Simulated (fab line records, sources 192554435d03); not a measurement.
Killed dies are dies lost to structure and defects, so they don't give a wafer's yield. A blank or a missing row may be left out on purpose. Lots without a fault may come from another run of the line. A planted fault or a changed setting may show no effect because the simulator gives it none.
fab line records | flow n5_finfet
record lots=4 wafers=12 last_day=14
route steps=1938 shown BEOL_M7@1320 BEOL_M8@1332 PASSIVATION@1936
lots that met no fault: from a run of the same line without faults
start_h: hours from the record's first day to the start of the lot's first wafer shown | wait_h: hours since the lot's step before | " the same as in the row above | L1.1+2: a row that stands for several wafers | - no value, or no start given | * or withheld: withheld | < > ~ a bound
route shown NAME@n: a module of which the file shows steps, and the number in the route of the first | usual: mean/standard deviation of fault-free wafers | same: alike in all rows | chamber/n: place in a boat | sites: the reading at each site | _std_site: their standard deviation | _edge_site: outer sites' mean less inner sites' | radius_mm: how far each site lies from the wafer's centre | mask NAME#n: copy n | behind: the tool/chamber that last shaped the wafer | hold: why the lot was held/for how many hours/how that ended | device: the transistor (n, p or np) that didn't switch | end of line: the same wafers' tests at the end of the route | a step without rows: its recipe alone | killed: dies lost to structure and defects at the first sort, not the wafer's yield | map: a wafer's dies, x killed, . not, _ none there
set.NAME: the setting as run; set.NAME@STEP: as run at that earlier step | model.NAME: the simulator's own value behind a step, which no gauge read
lots at some steps of the route; a table a step, a row a wafer
services: from which hour (start_h, from the record's first day; less than 0 if before it) a tool's chamber was out of use, for how many hours, and why
## steps
# step N5_BEOL_M7_ALD_77
# recipe material=TaN target_thk_a=20 temp_c=275 ald_precursor_family=PDMAT ald_co_reactant=NH3 pressure_torr=3 carrier_flow_sccm=1500 pulse_time_s=2 purge_time_s=3 co_reactant_purge_time_s=2 co_reactant_pulse_time_s=3 ald_cycles=40 precursor_vessel_temp_c=75 precursor_vessel_pressure_torr=26.25 precursor_vessel_carrier_sccm=1000
# step N5_BEOL_M7_SURFACE_TREAT_79
# recipe gas=Ar time_s=* ion_energy_ev=* ion_current_ma_cm2=0.5 pressure_mtorr=* ar_flow_sccm=30
# step N5_BEOL_M7_CVD_78
# recipe material=Co target_thk_a=20 temp_c=withheld precursor=CCTBA/H2 pressure_torr=30 time_s=142.3
# step N5_BEOL_M7_SPUTTER_48
# recipe material=Cu target_thk_a=100 temp_c=-20 bias_v=60 power_w=26000 chamber_pressure_pa=0.13 time_s=1.667
# step N5_BEOL_M7_ECD_50
# recipe material=Cu target_thk_a=3000
# step N5_BEOL_M7_ANNEAL_51
# recipe temp_c=225 time_s=90 ambient=N2
# step N5_BEOL_M7_CMP_52
# recipe stop_on=SiCOH_lowk t_overpolish_s=6.9 down_force_psi=1 platen_rpm=50 clearing_platen_down_force_psi=1.5 clearing_platen_rpm=50 post_cmp_clean=cu_alkaline target_thk_nm=80 clearing_platen_pad_velocity_m_s=0.99484 pad_velocity_m_s=0.99484
# step N5_BEOL_M7_PRE_CLEAN_55
# recipe gas=NH3 time_s=15 temp_c=withheld rf_power_w=300
# step N5_BEOL_M7_DEP_56
# recipe material=SiCN target_thk_a=100 temp_c=withheld precursor=3MS/NH3 pressure_torr=3 rf_w=202 time_s=17.5
# step N5_BEOL_M8_ILD_DEP_00
# recipe material=SiCOH_lowk target_thk_a=1797.5 temp_c=300 precursor=DEMS/porogen pressure_torr=5 rf_w=500 time_s=33.4
# usual heater_power_outer_w=140/25 heater_power_w=309/49 showerhead_plenum_p_Torr=5.745/0.016 susceptor_temp_C=299.99/0.19 throttle_valve_pct=13.9/0.64
# columns lot.wafer tool chamber start_h wait_h heater_power_outer_w heater_power_w showerhead_plenum_p_Torr susceptor_temp_C throttle_valve_pct model.SiCOH_lowk_of_BEOL_M8_ILD_DEP_00.thk_nm
L764.1 pecvd-02 0 220.42 0.0 129 315 5.735 300.14 14.9 179
L764.3 " 2 " " 167 374 5.734 299.91 13.4 178.6
L764.6 " 2 " " 167 364 5.743 300.00 13.6 183.4
L768.2 pecvd-03 0 238.84 0.0 136 319 5.765 300.05 13.6 178.8
L768.3 " 1 " " 141 271 5.728 300.31 14.7 178.4
L768.6 " 2 " " 120 261 5.741 300.18 13.4 180.6
L769.3 pecvd-02 0 247.22 0.0 229 487 5.748 327.66 14.7 156.4
L769.4 " 1 " " 159 304 5.752 299.88 13.6 183.2
L769.6 " 0 " " 234 480 5.747 327.64 14.7 160.8
L771.1 pecvd-02 1 258.22 0.0 142 282 5.740 299.82 13.7 175.8
L771.3 " 0 " " 244 496 5.752 327.42 14.8 154
L771.5 " 2 " " 156 359 5.744 299.80 13.7 180.2
# step N5_BEOL_M8_CURE_74
# recipe temp_c=385 time_s=240 ambient=He/Ar material=SiCOH_lowk
# step N5_BEOL_M8_THK_MEAS_01
# recipe reads=SiCOH_lowk_of_BEOL_M8_ILD_DEP_00
# usual M8_ILD_THK=155.2/2.1
# columns lot.wafer tool chamber start_h wait_h M8_ILD_THK[nm]
L764.1 film_metro-01 - 221.26 0.4 154.4
L764.3 " - " " 154.0
L764.6 " - " " 158.3
L768.2 film_metro-01 - 239.42 0.4 154.2
L768.3 " - " " 154.0
L768.6 " - " " 155.8
L769.3 film_metro-02 - 247.80 0.3 134.8
L769.4 " - " " 158.1
L769.6 " - " " 138.4
L771.1 film_metro-01 - 258.80 0.4 151.5
L771.3 " - " " 132.6
L771.5 " - " " 155.6
# step N5_BEOL_M8_PECVD_70
# recipe material=SiO2 target_thk_a=200 temp_c=400 precursor=TEOS/O2 pressure_torr=5.5 rf_w=450 teos_flow_sccm=53.8 gas=O2 flow_sccm=3000 time_s=22.7
# step N5_BEOL_M8_HM_DEP_02
# recipe material=TiN target_thk_a=200 temp_c=25 chamber_pressure_pa=0.49996
# step N5_BEOL_M8_COAT_59
# recipe resist=SOC temp_c=250 time_s=60 spin_rpm=1500 resist_thk_nm=100
# step N5_BEOL_M8_COAT_60
# recipe resist=SiARC temp_c=220 time_s=60 spin_rpm=1500 resist_thk_nm=35
# step N5_BEOL_M8_COAT_05
# recipe resist=CAR-ArF spin_rpm=1500 resist_thk_nm=90
# step N5_BEOL_M8_EBR_07
# recipe solvent=PGMEA ebr_width_mm=1.5
# step N5_BEOL_M8_SOFTBAKE_06
# recipe temp_c=110 time_s=60 resist=CAR-ArF
# step N5_BEOL_M8_EXPOSE_08
# recipe mask_id=M8 na=1.35 source_shape=dipole sigma_inner=0.817 sigma_outer=0.97 polarization=te dose_mj=68.25
# step N5_BEOL_M8_PEB_09
# recipe peb_temp_c=withheld peb_time_s=60 resist=CAR-ArF
# step N5_BEOL_M8_DEVELOP_10
# recipe develop_time_s=30 developer=TMAH resist=CAR-ArF rinse_liquid=diw dry=air_spin dev_temp_c=23
# step N5_BEOL_M8_DESCUM_16
# recipe chemistry=O2 time_s=7.9 source_power_w=50 bias_power_w=20 pressure_mtorr=20 rf_frequency_hz=2.712e+07 temp_c=40 resist=CAR-ArF o2_flow_sccm=225
# step N5_BEOL_M8_ETCH_61
# recipe chemistry=CF4 target=SiARC target_depth_a=455 mask_material=CAR-ArF time_s=75.8 ion_energy_ev=80 pressure_mtorr=40 source_w=545 bias_w=36 Ar_flow_sccm=100 cf4_flow_sccm=100 ends=cleared
# step N5_BEOL_M8_ETCH_62
# recipe chemistry=N2/H2 target=SOC target_depth_a=1100 overetch_a=220 mask_material=SiARC temp_c=40 time_s=165 ion_energy_ev=200 pressure_mtorr=30 source_w=840 bias_w=150 n2_flow_sccm=200 h2_flow_sccm=200
# step N5_BEOL_M8_STRIP_68
# recipe chemistry=N2/H2 temp_c=40 n2_flow_sccm=200 h2_flow_sccm=200 rf_frequency_hz=6e+07
# step N5_BEOL_M8_STRIP_67
# recipe chemistry=CF4 resist=SiARC power_w=300 bias_power_w=75 pressure_mtorr=50 cf4_flow_sccm=150 rf_frequency_hz=6e+07
# step N5_BEOL_M8_HM_OPEN_17
# recipe chemistry=Cl2/BCl3 target_depth_a=200 overetch_a=60 target=TiN mask_material=SOC ion_energy_ev=150 pressure_mtorr=10 icp_w=1000 bias_w=126 Cl2_flow_sccm=53.25 bcl3_flow_sccm=21.75 Ar_flow_sccm=25
# step N5_BEOL_M8_STRIP_19
# recipe chemistry=O2 power_w=400 temp_c=40 pressure_mtorr=30 rf_frequency_hz=6e+07 bias_power_w=0 overash_fraction=0.2 o2_flow_sccm=225
# step N5_BEOL_M8_COAT_63
# recipe resist=SOC temp_c=250 time_s=60 spin_rpm=1500 resist_thk_nm=60
# step N5_BEOL_M8_COAT_64
# recipe resist=SiARC temp_c=220 time_s=60 spin_rpm=1500 resist_thk_nm=12
# step N5_BEOL_M8_COAT_71
# recipe resist=underlayer temp_c=205 time_s=60 spin_rpm=1500 resist_thk_nm=5
# step N5_BEOL_M8_COAT_22
# recipe resist=CAR-EUV spin_rpm=1500 resist_thk_nm=30
# step N5_BEOL_M8_EBR_24
# recipe solvent=PGMEA ebr_width_mm=1.5
# step N5_BEOL_M8_SOFTBAKE_23
# recipe temp_c=110 time_s=60 resist=CAR-EUV
# step N5_BEOL_M8_CMP_52
# recipe stop_on=SiCOH_lowk t_overpolish_s=6.9 down_force_psi=1 platen_rpm=50 clearing_platen_down_force_psi=1.5 clearing_platen_rpm=50 post_cmp_clean=cu_alkaline target_thk_nm=80 clearing_platen_pad_velocity_m_s=0.99484 pad_velocity_m_s=0.99484
# usual head_pressure_psi=0.9999/0.0021 motor_current_A=5.9/0.71 retaining_ring_pressure_frac=1.000/0.0053
# columns lot.wafer tool chamber start_h wait_h head_pressure_psi motor_current_A retaining_ring_pressure_frac model.SiCOH_lowk_of_BEOL_M8_ILD_DEP_00.thk_nm
L764.1 cmp-01 3 228.74 0.3 1.0035 6.5 1.007 151.4
L764.3 " 0 " " 0.9997 4.5 0.999 151
L764.6 " 3 " " 1.0003 6.4 1.008 155.2
L768.2 cmp-04 0 246.09 0.2 0.9964 5.3 1.003 151.2
L768.3 " 3 " " 0.9999 5.6 1.001 150.8
L768.6 " 0 " " 0.9980 5.6 1.002 152.8
L769.4 cmp-04 2 253.67 0.1 1.0038 5.4 1.001 155
L769.3 " 1 " " 1.0053 6.3 1.003 131.6
L769.6 " 3 " " 0.9986 5.8 1.001 135.4
L771.1 cmp-01 0 267.19 0.3 0.9993 5.0 1.009 148.4
L771.3 " 2 " " 0.9981 5.7 1.000 129.6
L771.5 " 3 " " 0.9972 6.6 0.994 152.4
# step N5_PASSIVATION_PROBE_49
# usual defect_limited_yield=91.7/1.5 killed_at_M0_to_M3=32/9.6 killed_at_M4_up=13/5.3 killed_at_contacts=12/6.8 killed_at_front_end=36/9.8 killed_at_other=4/3.1 killed_dies=98/17 killed_open=65/13 killed_short=32/8.5 sort_bin_5_function=4.9/0.93 sort_bin_6_memory=3.2/0.67 sort_n_pass=1082/17 sort_yield_pct=91.7/1.4
# same gross_dies=1180 killed_at_back_side=0 sort_bin_4_leakage[%]=0 sort_bin_8_speed[%]=0
# columns lot.wafer tool chamber start_h wait_h defect_limited_yield[%] killed_at_M0_to_M3 killed_at_M4_up killed_at_contacts killed_at_front_end killed_at_other killed_dies killed_open killed_short sort_bin_5_function[%] sort_bin_6_memory[%] sort_n_pass sort_yield_pct[%]
L764.1 prober-01 - 293.15 0.0 91.8 33 17 9 36 2 97 60 35 4.9 3.1 1083 91.8
L764.3 prober-01 - 293.25 0.1 91.3 33 19 6 44 1 103 75 24 5.4 2.9 1077 91.3
L764.6 prober-01 - 293.40 0.3 93.5 24 15 11 25 2 77 57 18 4.2 2.0 1103 93.5
L768.2 prober-02 - 309.93 0.1 88.5 44 12 39 40 1 136 102 33 7.2 4.2 1044 88.5
L768.3 prober-02 - 309.98 0.1 91.1 37 17 16 31 4 105 72 32 5.0 3.6 1075 91.1
L768.6 prober-02 - 310.13 0.3 90.6 32 20 21 35 3 111 78 33 6.1 3.1 1069 90.6
L771.1 prober-02 - 329.85 0.0 92.1 44 17 7 23 2 93 62 31 4.9 2.5 1087 92.1
L771.3 prober-02 - 329.95 0.1 92.0 42 9 15 28 0 94 63 31 4.7 3.1 1086 92.0
L771.5 prober-02 - 330.05 0.2 90.7 50 11 12 36 1 110 84 26 4.7 4.4 1070 90.7
# killed by level:class
L764.1 BEOL_M2:geometric_particle:open=10 FIN_SAQP:geometric_particle:open=8 BEOL_M3:geometric_particle:open=7 FIN_SAQP:geometric_particle:short=6 BEOL_M4:geometric_particle:open=6 MOL_CONTACT_COAG:geometric_particle:open=6 GATE_CUT:geometric_particle:short=5 GATE_CUT:geometric_particle:open=5
L764.3 FIN_SAQP:geometric_particle:open=11 BEOL_M4:geometric_particle:open=10 BEOL_M3:geometric_particle:open=9 GATE_CUT:geometric_particle:open=8 BEOL_M2:geometric_particle:open=7 FIN_SAQP:geometric_particle:short=6 DUMMY_GATE:geometric_particle:open=4 MOL_CONTACT_COAG:geometric_particle:open=4
L764.6 MOL_CONTACT_COAG:geometric_particle:open=8 FIN_SAQP:geometric_particle:open=6 BEOL_M2:geometric_particle:open=6 BEOL_M3:geometric_particle:open=5 BEOL_M4:geometric_particle:open=5 STI_FIN_REVEAL:geometric_particle:open=4 GATE_CUT:geometric_particle:short=4 BEOL_M1:geometric_particle:open=4
L768.2 MOL_CONTACT_COAG:geometric_particle:open=32 BEOL_M2:geometric_particle:open=12 BEOL_M0_SAQP:geometric_particle:open=10 FIN_SAQP:geometric_particle:short=9 BEOL_M0_SAQP:geometric_particle:short=8 FIN_SAQP:geometric_particle:open=7 STI_FIN_REVEAL:geometric_particle:open=7 MOL_CONTACT_COAG:geometric_particle:short=7
L768.3 MOL_CONTACT_COAG:geometric_particle:open=14 BEOL_M2:geometric_particle:open=11 BEOL_M0:geometric_particle:open=8 DUMMY_GATE:geometric_particle:open=7 BEOL_M0_SAQP:geometric_particle:short=7 STI_FIN_REVEAL:geometric_particle:open=5 BEOL_M3:geometric_particle:open=4 BEOL_M4:geometric_particle:open=4
L768.6 MOL_CONTACT_COAG:geometric_particle:open=17 STI_FIN_REVEAL:geometric_particle:open=16 BEOL_M4:geometric_particle:open=9 BEOL_M0_SAQP:geometric_particle:short=6 BEOL_M1:geometric_particle:open=6 STARTING-WAFER:geometric_particle:open=6 MOL_CONTACT_COAG:geometric_particle:short=4 BEOL_M2:geometric_particle:open=4
L771.1 BEOL_M0_SAQP:geometric_particle:short=16 BEOL_M0_SAQP:geometric_particle:open=9 BEOL_M3:geometric_particle:open=9 BEOL_M4:geometric_particle:open=7 STI_FIN_REVEAL:geometric_particle:open=6 MOL_CONTACT_COAG:geometric_particle:open=6 FIN_SAQP:geometric_particle:open=5 BEOL_M0:geometric_particle:open=4
L771.3 MOL_CONTACT_COAG:geometric_particle:open=14 BEOL_M0_SAQP:geometric_particle:short=12 BEOL_M0_SAQP:geometric_particle:open=9 STI_FIN_REVEAL:geometric_particle:open=8 BEOL_M4:geometric_particle:open=8 BEOL_M3:geometric_particle:open=7 BEOL_M1:geometric_particle:open=6 BEOL_M3:geometric_particle:short=6
L771.5 STI_FIN_REVEAL:geometric_particle:open=14 BEOL_M3:geometric_particle:open=12 MOL_CONTACT_COAG:geometric_particle:open=11 BEOL_M0_SAQP:geometric_particle:short=10 BEOL_M0:geometric_particle:open=9 FIN_SAQP:geometric_particle:open=7 BEOL_M0_SAQP:geometric_particle:open=7 FIN_SAQP:geometric_particle:short=6
## services
# columns tool chamber start_h hours kind
cmp-04 - 203.67 4.3 repair
pecvd-03 2 211.82 5.0 scheduled_down
cmp-01 - 258.90 4.0 pm
cmp-04 - 259.58 2.5 repair
cmp-01 - 262.90 - consumable_replace:conditioner
cmp-01 - 262.90 - consumable_replace:pad
## key
first_sign step=N5_BEOL_M8_ILD_DEP_00 reading=susceptor_temp_C direction=up sigmas=99+ usual=* struck=*
effect step=N5_BEOL_M8_ILD_DEP_00 reading=heater_power_outer_w direction=up sigmas=3.8 usual=* struck=*
effect step=N5_BEOL_M8_THK_MEAS_01 reading=M8_ILD_THK direction=down sigmas=9.7 usual=155.2 struck=135.3
model_effect step=N5_BEOL_M8_ILD_DEP_00 value=SiCOH_lowk_of_BEOL_M8_ILD_DEP_00.thk_nm without=180.9 struck=157.1
model_effect step=N5_BEOL_M8_CMP_52 value=SiCOH_lowk_of_BEOL_M8_ILD_DEP_00.thk_nm without=153.1 struck=132.2
met_at N5_BEOL_M8_ILD_DEP_00
struck_wafers L769.3,L769.6,L771.3
onset_between 220.42 247.22
fault kind=process_parameter_drift tool=pecvd-02 chamber=0 onset_h=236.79 steps=N5_BEOL_M8_ILD_DEP_00 channel=temp_c offset=* shape=step end_h=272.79 acts_in=* stated=*
